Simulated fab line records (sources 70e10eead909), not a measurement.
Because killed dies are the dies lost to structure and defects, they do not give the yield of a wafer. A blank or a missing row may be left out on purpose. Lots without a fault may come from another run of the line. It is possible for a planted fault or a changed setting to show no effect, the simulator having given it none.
Chamber matching + flow nand-harc + rie-diel-11 running NHARC_A_ZERO_WELL_ETCH_19: 4 sister chambers
The step etches the open film in N2/H2, target depth 80 nm, overetch 24 nm, time 87.88 s. 36 wafers are shown with their chamber, then 12 later ones without.

## WAFERS WITH THEIR CHAMBER
| wafer  | chamber | rf-vpp-V (V) | oes-product-au (a.u.) | throttle-valve-pct (%) |
|--------|---------|--------------|-----------------------|------------------------|
| L074.1 | 2       | 434.8        | 1.006                 | 14.183                 |
| L074.2 | 0       | 427.7        | 1.005                 | 14.170                 |
| L074.3 | 1       | 433.1        | 0.997                 | 14.175                 |
| L076.3 | 0       | 428.7        | 0.999                 | 14.173                 |
| L076.5 | 1       | 431.4        | 1.006                 | 14.191                 |
| L076.6 | 0       | 429.7        | 0.999                 | 14.169                 |
| L077.1 | 2       | 435.0        | 1.003                 | 14.179                 |
| L077.2 | 0       | 430.1        | 0.999                 | 14.165                 |
| L077.3 | 3       | 435.8        | 0.997                 | 14.185                 |
| L080.1 | 3       | 434.9        | 0.998                 | 14.170                 |
| L080.2 | 0       | 429.3        | 0.995                 | 14.175                 |
| L080.4 | 2       | 434.0        | 1.006                 | 14.163                 |
| L081.2 | 0       | 429.4        | 1.010                 | 14.167                 |
| L081.3 | 1       | 431.6        | 1.003                 | 14.169                 |
| L081.6 | 2       | 434.8        | 1.000                 | 14.188                 |
| L082.2 | 3       | 435.8        | 0.998                 | 14.177                 |
| L082.5 | 1       | 433.1        | 1.009                 | 14.160                 |
| L082.6 | 2       | 433.4        | 0.994                 | 14.180                 |
| L085.2 | 1       | 433.9        | 1.006                 | 14.165                 |
| L085.3 | 0       | 429.5        | 1.003                 | 14.156                 |
| L085.4 | 2       | 433.9        | 1.013                 | 14.182                 |
| L088.2 | 1       | 430.9        | 1.005                 | 14.180                 |
| L088.3 | 0       | 428.8        | 1.000                 | 14.170                 |
| L088.6 | 1       | 430.2        | 0.998                 | 14.185                 |
| L089.1 | 0       | 428.8        | 1.013                 | 14.174                 |
| L089.2 | 1       | 432.2        | 1.005                 | 14.177                 |
| L089.4 | 3       | 433.6        | 1.007                 | 14.178                 |
| L091.1 | 0       | 429.1        | 0.996                 | 14.176                 |
| L091.3 | 3       | 435.5        | 0.992                 | 14.178                 |
| L091.4 | 1       | 432.8        | 0.987                 | 14.171                 |
| L092.1 | 3       | 433.7        | 0.990                 | 14.170                 |
| L092.5 | 1       | 430.6        | 0.996                 | 14.167                 |
| L092.6 | 0       | 430.7        | 1.004                 | 14.169                 |
| L093.1 | 3       | 435.2        | 0.991                 | 14.162                 |
| L093.3 | 0       | 428.6        | 0.991                 | 14.156                 |
| L093.5 | 0       | 430.9        | 1.003                 | 14.183                 |

SIGNATURES, as means of the wafers listed above
| reading            | chamber 0 | chamber 1 | chamber 2 | chamber 3 | scatter within a chamber |
|--------------------|-----------|-----------|-----------|-----------|--------------------------|
| rf-vpp-V           | 429.331   | 431.980   | 434.317   | 434.929   | 0.971                    |
| oes-product-au     | 1.00131   | 1.00120   | 1.00367   | 0.99614   | 0.00622                  |
| throttle-valve-pct | 14.16946  | 14.17400  | 14.17917  | 14.17429  | 0.00828                  |
Rule: a wafer's distance from a chamber is the root of the sum, over the readings, of the square of ((its reading less the chamber's mean) divided by the reading's scatter). If the next closest chamber is less than 2 further off than the closest, the wafer can't be placed; otherwise it belongs to the closest. The scatter is the square root of a quotient: the sum, over the shown wafers, of each reading's squared deviation from its chamber's mean, divided by wafers minus chambers.

## WAFERS MISSING THEIR CHAMBER
| wafer  | rf-vpp-V (V) | oes-product-au (a.u.) | throttle-valve-pct (%) |
|--------|--------------|-----------------------|------------------------|
| L094.3 | 427.5        | 1.005                 | 14.178                 |
| L094.4 | 434.6        | 0.989                 | 14.177                 |
| L094.5 | 434.9        | 0.993                 | 14.174                 |
| L096.3 | 430.8        | 1.003                 | 14.179                 |
| L096.4 | 433.9        | 0.998                 | 14.161                 |
| L096.5 | 432.1        | 1.007                 | 14.162                 |
| L095.1 | 430.8        | 0.995                 | 14.168                 |
| L095.4 | 434.7        | 1.002                 | 14.172                 |
| L095.5 | 435.0        | 1.004                 | 14.171                 |
| L097.1 | 428.7        | 1.006                 | 14.174                 |
| L097.4 | 429.0        | 1.017                 | 14.156                 |
| L097.5 | 434.0        | 1.005                 | 14.156                 |

## WHICH CHAMBER EACH ONE RAN IN
| wafer  | from the rows above               | in truth |
|--------|-----------------------------------|----------|
| L094.3 | 0                                 | 0        |
| L094.4 | can't be placed: 3 or 2           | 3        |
| L094.5 | can't be placed: 3 or 2           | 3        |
| L096.3 | can't be placed: 1 or 0           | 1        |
| L096.4 | can't be placed: 3 or 2 or 1      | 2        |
| L096.5 | can't be placed: 1 or 0 or 2 or 3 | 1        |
| L095.1 | can't be placed: 1 or 0           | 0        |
| L095.4 | can't be placed: 2 or 3 or 1      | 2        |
| L095.5 | can't be placed: 2 or 3 or 1      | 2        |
| L097.1 | 0                                 | 0        |
| L097.4 | can't be placed: 0 or 1           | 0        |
| L097.5 | can't be placed: 3 or 2 or 1      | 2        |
Correct placement for 2 of the 12. Unplaceable from these rows: 10, with the true chamber sitting among the candidates in 10. 0 placed wrongly.
